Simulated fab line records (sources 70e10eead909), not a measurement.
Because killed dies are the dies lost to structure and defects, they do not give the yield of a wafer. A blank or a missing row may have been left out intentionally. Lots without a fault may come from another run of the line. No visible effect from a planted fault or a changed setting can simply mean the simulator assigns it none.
fab line records ; flow nandHarc
[record] lots = 11; wafers = 32; lastDay = 33
route steps=1302 shown A_CHANNEL_HOLE_D2@589 A_CHANNEL_FILL_D2@620 END@1302
lots that met no fault: from a run of the same line without faults
startH: hours from the record's first day to the start of the lot's first wafer shown ; waitH: time in hours since the lot's previous step ; " as in the row above ; L1.1+2: one row covering several wafers at once ; - no value present, or no start provided ; * or withheld: withheld ; < > ~ a bound
route shown NAME@n: names a module that has steps shown in the file, with the first one's number in the route ; usual: mean/standard deviation taken from wafers without a fault ; same: alike in all rows ; chamber/n: place in a boat ; sites: each site's reading ; _std_site: the standard deviation of these ; _edge_site: mean of outer sites minus mean of inner sites ; radiusMm: how far each site lies from the wafer's centre ; mask NAME#n: copy n ; behind: the tool/chamber that last shaped the wafer ; hold: why the lot was held/for how many hours/how that ended ; device: the transistor (n, p or np) that didn't switch ; end of line: the route-end tests of the same wafers ; step lacking rows: just its recipe ; killed: at the first sort, the dies lost to defects and structure; wafer yield is something else ; map: the dies of a wafer, with x for killed, . for not killed, _ for no die there
set.NAME: the run value of the setting; set.NAME@STEP: its run value at that earlier step ; model.NAME: the simulator's own value behind a step, which no gauge read
steps of the route over a sample of lots; a table a step, a row a wafer
services: when a tool's chamber went out of use (startH, in hours from the record's first day, below 0 if earlier), for how many hours, and the reason
[[steps]]
[step NHARC_A_CHANNEL_HOLE_D2_ETCH_16]
[recipe] targetDepthA = 31000; overEtchFrac = 0.3; timeS = 806; ionEnergyEv = 150; o2FlowSccm = 400; cosFlowSccm = 20; arFlowSccm = 0; rfW = 500; biasW = 300; chemistry = O2/COS
[usual] biasW = 300.0/0.86; drypumpMotorCurrentA = 5.6/0.38; mfcArSccm = 0.008/0.0098; oesProductAu = 1.000/0.011; rfVppV = 314.1/1.9; showerheadPlenumPTorr = 3.12/0.13; throttleValvePct = 28.329/0.0094
lot.wafer;tool;chamber;startH;waitH;biasW;drypumpMotorCurrentA;mfcArSccm;oesProductAu;rfHoursCounterH;rfVppV;showerheadPlenumPTorr;throttleValvePct
L459.4;rieDiel-05;0;-;-;299.9;5.3;0.017;1.004;2.7;316.7;3.31;28.341
L459.3;rieDiel-05;3;-;-;300.3;6.2;0;0.989;1.8;315.3;3.22;28.317
L459.5;rieDiel-05;1;-;-;300.2;5.4;0;0.997;-;317.0;3.24;28.326
L461.2;rieDiel-12;0;-;-;301.5;5.5;0;1.015;0.8;315.8;3.28;28.324
L461.5;rieDiel-12;3;-;-;298.3;5.9;0.025;1.022;-;312.0;2.99;28.311
L461.6;rieDiel-12;0;-;-;300.7;5.5;0;1.005;-;317.1;3.28;28.326
L460.1;rieDiel-12;2;-;-;299.6;5.1;0;1.002;1.3;312.8;2.98;28.309
L460.2;rieDiel-12;1;-;-;299.6;6.3;0.011;1.004;1.0;313.7;3.09;28.326
L460.5;rieDiel-12;3;-;-;300.5;5.9;0.025;1.003;-;314.1;2.99;28.332
L468.2;rieDiel-12;0;-;-;299.1;5.6;0;1.021;6.8;315.7;3.28;28.325
L468.3;rieDiel-12;2;-;-;299.5;5.1;0;1.004;6.6;311.9;2.97;28.329
L470.2;rieDiel-02;2;-;-;300.7;5.3;0.004;1.002;0.3;312.2;2.98;28.320
L470.3;rieDiel-02;3;-;-;298.6;5.2;0.013;0.987;0.2;317.2;3.21;28.334
L470.6;rieDiel-02;1;-;-;299.1;5.7;0.012;1.006;-;316.0;3.22;28.342
L472.3;rieDiel-02;1;-;-;298.7;5.7;0.012;1.008;1.4;316.0;3.22;28.316
L472.4;rieDiel-02;0;-;-;300.1;5.5;0.030;0.990;-;312.9;2.97;28.319
L472.6;rieDiel-02;3;-;-;300.7;5.2;0.013;1.004;-;314.7;3.21;28.329
L476.4;rieDiel-02;1;-;-;298.8;5.7;0.012;1.017;4.9;314.3;3.21;28.339
L476.1;rieDiel-02;3;-;-;299.2;5.2;0.013;0.992;4.7;315.6;3.21;28.327
L476.5;rieDiel-02;1;-;-;301.0;5.7;0.012;1.012;-;315.6;3.21;28.323
L477.1;rieDiel-05;3;-;-;298.9;6.2;0;1.000;4.7;316.3;3.21;28.333
L477.3;rieDiel-05;0;-;-;300.4;5.2;0.017;0.985;6.1;317.0;3.31;28.321
L477.2;rieDiel-05;1;-;-;300.5;5.5;0;0.981;6.5;315.9;3.24;28.352
L478.4;rieDiel-05;2;-;-;300.6;5.6;0;0.991;6.2;311.7;3.01;28.328
L478.1;rieDiel-05;3;-;-;299.8;6.2;0;0.988;5.5;315.9;3.21;28.313
L478.5;rieDiel-05;2;-;-;300.0;5.6;0;0.986;-;311.9;3.01;28.326
L480.2;rieDiel-12;0;-;-;301.1;5.5;0;1.018;2.9;316.5;3.27;28.326
L480.4;rieDiel-12;3;-;-;298.9;5.9;0.025;1.000;3.7;312.2;2.98;28.337
L480.6;rieDiel-12;0;-;-;299.2;5.5;0;1.016;-;314.8;3.27;28.319
L482.2;rieDiel-12;3;-;-;299.0;5.9;0.025;1.000;4.9;311.9;2.98;28.320
L482.1;rieDiel-12;0;-;-;300.3;5.5;0;1.021;4.0;317.0;3.27;28.335
L482.6;rieDiel-12;2;-;-;299.4;5.1;0;0.999;-;312.6;2.97;28.332
[step NHARC_A_CHANNEL_HOLE_D2_ETCH_19]
[recipe] biasV = 1200; sourceW = 2500; pressureMtorr = 15; timeS = 34.5; arFlowSccm = 375; c4f8FlowSccm = 28.8; o2FlowSccm = 96.2; tempC = -20; targetDepthA = *; chemistry = C4F8/O2/Ar
[usual] drypumpMotorCurrentA = 5.58/0.11; mfcArSccm = 375.0/1.2; showerheadPlenumPTorr = 3.70/0.12; throttleValvePct = 37.039/0.0087
lot.wafer;tool;chamber;startH;waitH;drypumpMotorCurrentA;mfcArSccm;rfHoursCounterH;showerheadPlenumPTorr;throttleValvePct
L459.3;harEtch-02;0;283.07;0.1;5.62;375.1;-;3.71;37.046
L459.4;harEtch-02;1;283.07;0.1;5.51;375.0;-;3.67;37.051
L459.5;harEtch-02;1;283.07;0.1;5.47;376.1;-;3.67;37.046
L461.2;harEtch-01;1;300.58;0.1;5.46;377.0;156;3.74;37.036
L461.5;harEtch-01;1;300.58;0.1;5.49;375.3;-;3.74;37.059
L461.6;harEtch-01;0;300.58;0.1;5.72;373.8;-;3.63;37.035
L460.1;harEtch-02;0;305.12;2.3;5.63;376.6;359;3.70;37.030
L460.2;harEtch-02;1;305.12;2.3;5.49;373.7;367;3.66;37.041
L460.5;harEtch-02;0;305.12;2.3;5.62;376.3;-;3.70;37.050
L468.2;harEtch-01;0;393.74;4.9;5.74;376.2;214;3.59;37.039
L468.3;harEtch-01;0;393.74;4.9;5.72;375.2;-;3.59;37.044
L470.2;harEtch-01;1;404.47;0.1;5.48;377.6;221;3.70;37.040
L470.3;harEtch-01;1;404.47;0.1;5.47;375.8;-;3.70;37.046
L470.6;harEtch-01;0;404.47;0.1;5.71;374.4;-;3.59;37.031
L472.3;harEtch-01;0;416.60;0.1;5.70;376.3;-;3.59;37.037
L472.4;harEtch-01;1;416.60;0.1;5.47;375.5;-;3.70;37.022
L472.6;harEtch-01;0;416.60;0.1;5.75;374.5;-;3.59;37.031
L476.1;harEtch-02;1;479.46;0.1;5.48;374.8;46;3.96;37.049
L476.4;harEtch-02;1;479.46;0.1;5.46;373.3;-;3.96;37.038
L476.5;harEtch-02;1;479.46;0.1;5.49;374.8;-;3.96;37.040
L477.2;harEtch-01;0;484.31;1.2;5.74;375.6;267;3.56;37.028
L477.1;harEtch-01;1;484.31;1.2;5.45;373.0;267;3.68;37.033
L477.3;harEtch-01;0;484.31;1.2;5.74;374.7;-;3.57;37.044
L478.1;harEtch-02;0;496.60;2.0;5.60;375.2;57;3.65;37.034
L478.4;harEtch-02;0;496.60;2.0;5.60;375.7;-;3.65;37.036
L478.5;harEtch-02;0;496.60;2.0;5.60;374.3;-;3.65;37.026
L480.2;harEtch-02;1;514.82;2.4;5.51;375.1;65;3.95;37.026
L480.4;harEtch-02;0;514.82;2.4;5.60;375.5;-;3.64;37.042
L480.6;harEtch-02;1;514.82;2.4;5.47;372.5;-;3.95;37.025
L482.2;harEtch-01;1;522.49;0.1;5.47;373.4;286;3.66;37.032
L482.1;harEtch-01;0;522.49;0.1;5.75;375.5;286;3.55;37.040
L482.6;harEtch-01;1;522.49;0.1;5.48;374.0;-;3.66;37.027
[step NHARC_A_CHANNEL_HOLE_D2_ETCH_27]
[recipe] biasV = 400; sourceW = 2000; pressureMtorr = 25; timeS = 90; arFlowSccm = 375; c4f8FlowSccm = 41.7; o2FlowSccm = 83.3; tempC = -20; targetDepthA = 4000; chemistry = C4F8/O2/Ar
[usual] drypumpMotorCurrentA = 5.57/0.11; mfcArSccm = 375.0/1.2; showerheadPlenumPTorr = 3.69/0.12; throttleValvePct = 27.619/0.0091
lot.wafer;tool;chamber;startH;waitH;drypumpMotorCurrentA;mfcArSccm;rfHoursCounterH;showerheadPlenumPTorr;throttleValvePct
L459.3;harEtch-02;0;287.10;0.2;5.60;373.8;-;3.71;27.619
L459.4;harEtch-02;1;287.10;0.2;5.49;374.4;-;3.66;27.615
L459.5;harEtch-02;1;287.10;0.2;5.51;375.0;-;3.66;27.626
L461.2;harEtch-01;1;304.55;0.2;5.46;373.4;160;3.73;27.637
L461.5;harEtch-01;1;304.55;0.2;5.48;374.7;-;3.73;27.612
L461.6;harEtch-01;0;304.55;0.2;5.74;375.2;-;3.62;27.604
L460.1;harEtch-02;0;309.11;0.2;5.62;375.5;363;3.70;27.618
L460.2;harEtch-02;1;309.11;0.2;5.46;373.9;371;3.65;27.627
L460.5;harEtch-02;0;309.11;0.2;5.60;375.9;-;3.70;27.623
L468.2;harEtch-01;0;397.72;0.2;5.72;375.9;217;3.59;27.618
L468.3;harEtch-01;0;397.72;0.2;5.74;376.8;-;3.59;27.625
L470.2;harEtch-01;1;408.49;0.2;5.47;377.4;225;3.70;27.624
L470.3;harEtch-01;1;408.49;0.2;5.47;376.7;-;3.70;27.619
L470.6;harEtch-01;0;408.49;0.2;5.69;374.4;-;3.59;27.643
L472.3;harEtch-01;0;420.63;0.2;5.77;376.3;-;3.58;27.627
L472.4;harEtch-01;1;420.63;0.2;5.47;374.4;-;3.69;27.613
L472.6;harEtch-01;0;420.63;0.2;5.74;374.4;-;3.58;27.617
L476.1;harEtch-02;1;483.42;0.2;5.48;373.3;49;3.95;27.618
L476.4;harEtch-02;1;483.42;0.2;5.51;374.0;-;3.95;27.620
L476.5;harEtch-02;1;483.42;0.2;5.51;375.9;-;3.95;27.623
L477.2;harEtch-01;0;488.30;0.2;5.80;376.3;271;3.56;27.602
L477.1;harEtch-01;1;488.30;0.2;5.48;374.5;271;3.67;27.619
L477.3;harEtch-01;0;488.30;0.2;5.76;374.0;-;3.56;27.630
L478.1;harEtch-02;0;500.63;0.2;5.61;375.5;61;3.65;27.619
L478.4;harEtch-02;0;500.63;0.2;5.63;375.2;-;3.64;27.611
L478.5;harEtch-02;0;500.63;0.2;5.61;376.4;-;3.65;27.631
L480.2;harEtch-02;1;518.78;0.2;5.50;375.7;69;3.94;27.622
L480.4;harEtch-02;0;518.78;0.2;5.64;375.6;-;3.64;27.622
L480.6;harEtch-02;1;518.78;0.2;5.49;373.6;-;3.94;27.598
L482.2;harEtch-01;1;526.45;0.2;5.48;375.0;290;3.66;27.621
L482.1;harEtch-01;0;526.45;0.2;5.75;375.4;290;3.55;27.627
L482.6;harEtch-01;1;526.45;0.2;5.48;376.2;-;3.66;27.622
[step NHARC_A_CHANNEL_FILL_D2_ETCHBACK_20]
[recipe] targetDepthA = 270; timeS = 13.5; c4f8FlowSccm = withheld; o2FlowSccm = 8; arFlowSccm = withheld; rfW = 600; biasW = 1500; chemistry = C4F8/O2/Ar
[usual] biasW = 1500/4.3; oesProductAu = 1.002/0.019; rfVppV = 977/4.6
lot.wafer;tool;chamber;startH;waitH;biasW;oesProductAu;rfHoursCounterH;rfVppV
L459.3;rieDiel-13;1;314.83;-;1497;1.013;5;979
L459.5;rieDiel-13;3;314.83;-;1503;1.016;-;984
L459.4;rieDiel-13;0;314.83;-;1496;1.032;-;980
L461.2;rieDiel-13;1;332.57;-;1496;1.018;5;980
L461.5;rieDiel-13;2;332.57;-;1496;0.994;-;971
L461.6;rieDiel-13;3;332.57;-;1494;1.016;-;983
L460.2;rieDiel-13;2;336.04;-;1502;1.004;5;969
L460.1;rieDiel-13;3;336.04;-;1494;1.018;5;982
L460.5;rieDiel-13;1;336.04;-;1493;1.018;-;981
L468.2;rieDiel-13;0;425.09;-;1500;0.929;2;980
L468.3;rieDiel-13;2;425.09;-;1502;0.743;2;969
L470.3;rieDiel-13;1;434.43;-;1500;0.815;2;980
L470.2;rieDiel-13;2;434.43;-;1503;0.999;2;968
L470.6;rieDiel-13;1;434.43;-;1505;1.016;-;980
L472.4;rieDiel-06;1;446.33;-;1502;0.988;4;977
L472.3;rieDiel-06;2;446.33;-;1501;1.016;3;975
L472.6;rieDiel-06;3;446.33;-;1502;1.012;-;976
L477.2;rieDiel-13;1;512.39;-;1502;1.007;3;980
L477.1;rieDiel-13;2;512.39;-;1500;0.985;3;969
L477.3;rieDiel-13;0;512.39;-;1499;1.005;3;979
L476.4;rieDiel-06;3;512.41;-;1503;1.015;0;977
L476.1;rieDiel-06;0;512.41;-;1504;1.010;1;980
L476.5;rieDiel-06;1;512.41;-;1499;1.000;-;976
L478.4;rieDiel-06;1;524.20;-;1495;0.998;1;977
L478.1;rieDiel-06;2;524.20;-;1496;0.995;1;973
L478.5;rieDiel-06;1;524.20;-;1498;1.002;-;977
L480.4;rieDiel-13;1;545.24;-;1501;0.987;1;979
L480.2;rieDiel-13;0;545.24;-;1499;1.026;0;981
L480.6;rieDiel-13;1;545.24;-;1493;1.007;-;981
L482.1;rieDiel-13;2;551.96;-;1502;1.000;1;971
L482.2;rieDiel-13;0;551.96;-;1495;1.013;1;979
L482.6;rieDiel-13;2;551.96;-;1499;1.009;-;969
[step NHARC_END_SORT_01]
[recipe] tempC = 25
[usual] killedAtArray = 57/20; killedAtOther = 1.0/1.5; killedAtPeriphery = 3.5/2.5; killedDies = 62/21; killedOpen = 3.5/1.9; killedShort = 2.4/1.6
[same] grossDies = 677
lot.wafer;tool;chamber;startH;waitH;killedAtArray;killedAtOther;killedAtPeriphery;killedDies;killedOpen;killedShort
L468.2;prober-02;0;663.26;2.8;79;2;7;88;5;2
L468.3;prober-02;0;664.06;3.1;170;5;0;175;1;3
L470.2;prober-02;0;680.88;2.8;62;0;12;74;3;7
L470.3;prober-02;0;681.69;3.1;194;0;3;197;3;2
L470.6;prober-02;0;684.11;4.0;70;0;1;71;1;3
// killed by level:class
L468.2 A_CHANNEL_HOLE_D1:chamberFilmFlake=35 A_SLIT:chamberFilmFlake=26 A_CHANNEL_HOLE_D2:chamberFilmFlake=10 P_M0:geometricParticle:open=2 P_ZERO_WELL:chamberFilmFlake=2 A_CONTACT:chamberFilmFlake=2 THIN_TSV:chamberFilmFlake=2 P_GATE:geometricParticle:open=1
L468.3 A_CHANNEL_FILL_D2:areaEtchback=78 A_CHANNEL_HOLE_D1:chamberFilmFlake=36 A_SLIT:chamberFilmFlake=34 A_CHANNEL_HOLE_D2:chamberFilmFlake=15 THIN_TSV:chamberFilmFlake=4 A_CONTACT:chamberFilmFlake=3 A_DECK1_JOINT:geometricParticle:short=1 A_CHANNEL_FILL_D2:geometricParticle:short=1
L470.2 A_CHANNEL_HOLE_D1:chamberFilmFlake=26 A_CHANNEL_HOLE_D2:chamberFilmFlake=19 P_M2:chamberFilmFlake=6 A_STAIRCASE:chamberFilmFlake=4 A_ONON_D1:geometricParticle:short=3 A_WL_FILL:chamberFilmFlake=3 P_ZERO_WELL:geometricParticle:open=2 P_STI:chamberFilmFlake=2
L470.3 A_CHANNEL_FILL_D2:areaEtchback=132 A_CHANNEL_HOLE_D1:chamberFilmFlake=29 A_CHANNEL_HOLE_D2:chamberFilmFlake=22 A_STAIRCASE:chamberFilmFlake=4 P_STI:chamberFilmFlake=2 A_CHANNEL_HOLE_D1:geometricParticle:open=1 A_CHANNEL_FILL_D1:geometricParticle:short=1 A_CHANNEL_FILL_D1:geometricParticle:open=1
L470.6 A_CHANNEL_HOLE_D1:chamberFilmFlake=40 A_CHANNEL_HOLE_D2:chamberFilmFlake=20 A_ONON_D2:geometricParticle:short=3 A_M1:chamberFilmFlake=2 A_SOURCE_PLATE:geometricParticle:open=1 P_M2:chamberFilmFlake=1 A_DECK1_JOINT:chamberFilmFlake=1 A_CHANNEL_FILL_D2:chamberFilmFlake=1
[[services]]
tool;chamber;startH;hours;kind
rieDiel-02;0;259.82;4.5;repair
rieDiel-06;2;261.20;4.6;repair
rieDiel-12;-;268.40;9.0;pm
rieDiel-05;-;270.64;0.6;repair
rieDiel-12;1;287.32;1.9;repair
rieDiel-05;0;288.36;4.4;repair
rieDiel-13;2;302.28;3.7;repair
rieDiel-06;-;307.20;9.0;pm
rieDiel-13;2;314.62;6.3;repair
rieDiel-13;0;326.27;3.7;repair
rieDiel-06;0;331.49;2.1;repair
rieDiel-02;2;333.14;15.6;repair
rieDiel-13;-;342.00;9.0;pm
rieDiel-05;0;349.70;15.0;repair
rieDiel-06;3;369.00;1.9;repair
rieDiel-05;3;377.54;7.5;repair
harEtch-02;-;379.59;17.0;pm
rieDiel-12;3;393.75;4.5;repair
rieDiel-12;-;445.40;9.0;pm
rieDiel-12;0;457.73;8.2;repair
rieDiel-13;0;479.32;7.5;repair
rieDiel-13;0;494.18;1.9;repair
rieDiel-13;-;519.00;9.0;pm
rieDiel-13;0;534.75;1.9;repair
[[key]]
[firstSign] step = NHARC_A_CHANNEL_FILL_D2_ETCHBACK_20; reading = oesProductAu; direction = down; sigmas = 12; usual = 1.002; struck = 0.779
[effect] step = NHARC_END_SORT_01; reading = killedAtArray; direction = up; sigmas = 6.1; usual = 57; struck = 182
[moreKillsBornAt] NHARC_A_CHANNEL_FILL_D2_ETCHBACK_20@rieDiel-13 = 210
metAt NHARC_A_CHANNEL_FILL_D2_ETCHBACK_20
struckLots L468,L470
struckWafers L468.3,L470.3
testerLeftOut L468,L470
notActingAt NHARC_A_CHANNEL_HOLE_D2_ETCH_16,NHARC_A_CHANNEL_HOLE_D2_ETCH_19,NHARC_A_CHANNEL_HOLE_D2_ETCH_27
onsetBetween 336.04 425.09
[fault] kind = processParameterDrift; tool = rieDiel-13; chamber = -; onsetH = 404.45; steps = NHARC_A_CHANNEL_FILL_D2_ETCHBACK_20; channel = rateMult; offset = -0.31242; shape = step; endH = 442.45; scope = struckWafersOnly
// testerLeftOut: of these lots the tester's yield and bins aren't shown, on N5 and GAA mostly nor the transistor test; their killed dies are dies lost to structure and defects alone, not to doping, threshold or leakage, so they don't give the yield
